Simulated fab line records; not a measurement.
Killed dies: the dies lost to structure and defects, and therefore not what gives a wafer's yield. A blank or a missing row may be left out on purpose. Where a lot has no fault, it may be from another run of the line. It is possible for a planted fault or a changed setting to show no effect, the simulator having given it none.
Comparing a struck lot with a sound one    flow n5Finfet    37 steps out of a route of 1938
Sound: the wafers L320.3, L320.4, L320.5. Struck: wafers L329.4, L329.5, L329.6. The cause is named last.
At each step with rows: each side's tool, then ch and its chambers, then its first start. Under that, the readings that differ: sound wafers    struck wafers    difference of the means    sigmas: that difference in standard deviations of wafers without a fault.
alike: words and numbers the same on both sides, and readings whose means are apart by under 2 such deviations; not compared: readings that were withheld, readings missing a value for some wafer, numbers with overlapping values and no deviation given by the record, and bounds like >300 which may hide the same value.
The two part at a step that has a row with sigmas, a row that says differs or no value, or rows on one side only. When numbers do not overlap yet have no deviation, they are printed without sigmas and do not part them. Lack of a reading on every wafer of one side parts them only where that side has two or more wafers.

first, 10 steps without rows for these wafers: N5_HKMG_FIN_WET_ETCH_73 (etches the open film in SC1, time 42.3 s, target depth 1.3 nm, rinse time 30 s); N5_HKMG_FIN_ETCHBACK_68 (etches the open film in Cl2/Ar, stops on HfO2, target depth 0.5 nm); N5_HKMG_FIN_STRIP_69 (strips in N2/H2, time 360 s); N5_HKMG_FIN_ALD_21 (deposits TiN, target thk 1.5 nm, pulse time 1 s, purge time 3 s); N5_HKMG_FIN_ALD_72 (deposits W, target thk 2 nm, pulse time 1 s, purge time 2 s); N5_HKMG_FIN_W_FILL_22 (material W, target thk 60 nm, time 18.2 s); N5_HKMG_FIN_PRECLEAN_83 (cleans in DIW, time 57.5 s); N5_HKMG_FIN_SRD_84 (dry time 32 s); N5_HKMG_FIN_CMP_23 (polishes, stops on SiNx, t overpolish 10 s, target thk 46.326 nm); N5_HKMG_FIN_CMP_94 (polishes, stops on SiNx, t overpolish 4.7 s, target thk 43.299 nm).
N5_GATE_CUT_ETCHBACK_00: etches W in SF6/Cl2.
  sound on rieMetal-01 ch 0,1, day 6 13:18; struck on rieMetal-03 ch 0,1, day 8 17:16
  alike: drypumpMotorCurrentA, oesProductAu, throttleValvePct
  not compared: rfHoursCounterH
then, 25 steps without rows for these wafers: N5_GATE_CUT_ETCH_56 (etches TiN in Cl2/Ar, target depth 21.6 nm); N5_GATE_CUT_ETCHBACK_30 (etches TiN in Cl2/Ar, target depth 3 nm); N5_GATE_CUT_VAPOR_ETCH_60 (etches HfO2 in BCl3/Cl2); N5_GATE_CUT_ETCH_58 (etches SiNx in CH3F/O2, target depth 17 nm, time 128.6 s); N5_GATE_CUT_STRIP_59 (strips in N2/H2, time 20 s); N5_GATE_CUT_PRECLEAN_31 (cleans in DIW, time 300 s); N5_GATE_CUT_SRD_32 (time 30 s); N5_GATE_CUT_SAC_CAP_01 (material SiNx, target thk 24 nm, pulse time 1 s, ald cycles 480); N5_GATE_CUT_PECVD_57 (deposits SiNx from SiH4/NH3/N2, target thk 21 nm); N5_GATE_CUT_CMP_02 (polishes, stops on SiO2, t overpolish 12.7 s, target thk 0 nm); N5_GATE_CUT_HM_DEP_46 (deposits SiO2 from TEOS/O2, target thk 130 nm, time 26.6 s); N5_GATE_CUT_COAT_34 (time 60 s, resist thk 60 nm); N5_GATE_CUT_COAT_35 (time 60 s, resist thk 10 nm); N5_GATE_CUT_COAT_27 (time 60 s, resist thk 10 nm); N5_GATE_CUT_COAT_07 (resist thk 30 nm); N5_GATE_CUT_EBR_09; N5_GATE_CUT_SOFTBAKE_08 (time 60 s); N5_GATE_CUT_EXPOSE_10 (exposes mask GATE CUT, target cd 20 nm); N5_GATE_CUT_PEB_11 (peb time 60 s); N5_GATE_CUT_DEVELOP_12 (develop time 30 s); N5_GATE_CUT_DESCUM_18 (chemistry O2, time 7 s); N5_GATE_CUT_ETCH_28 (etches underlayer in N2/H2, target depth 13 nm, time 10.4 s); N5_GATE_CUT_ETCH_36 (etches SiARC in CF4, target depth 13 nm, time 21.7 s); N5_GATE_CUT_ETCH_37 (etches SOC in N2/H2, target depth 60 nm, overetch 12 nm, time 90 s); N5_GATE_CUT_STRIP_38 (strips in N2/H2).
-- a jump in the record: the struck wafers' starts before and after are 9 days apart (it breaks off in module GATE_CUT and resumes in module PASSIVATION, where the first step shown is number 1936 of the route) --
N5_PASSIVATION_PROBE_49:
  only the struck wafers here have rows in the record (prober-01, day 17 10:46); the sound ones have none

== WHERE THEY PART ==
Within this record, at N5_PASSIVATION_PROBE_49 only.

WHY: whatever the simulator had introduced
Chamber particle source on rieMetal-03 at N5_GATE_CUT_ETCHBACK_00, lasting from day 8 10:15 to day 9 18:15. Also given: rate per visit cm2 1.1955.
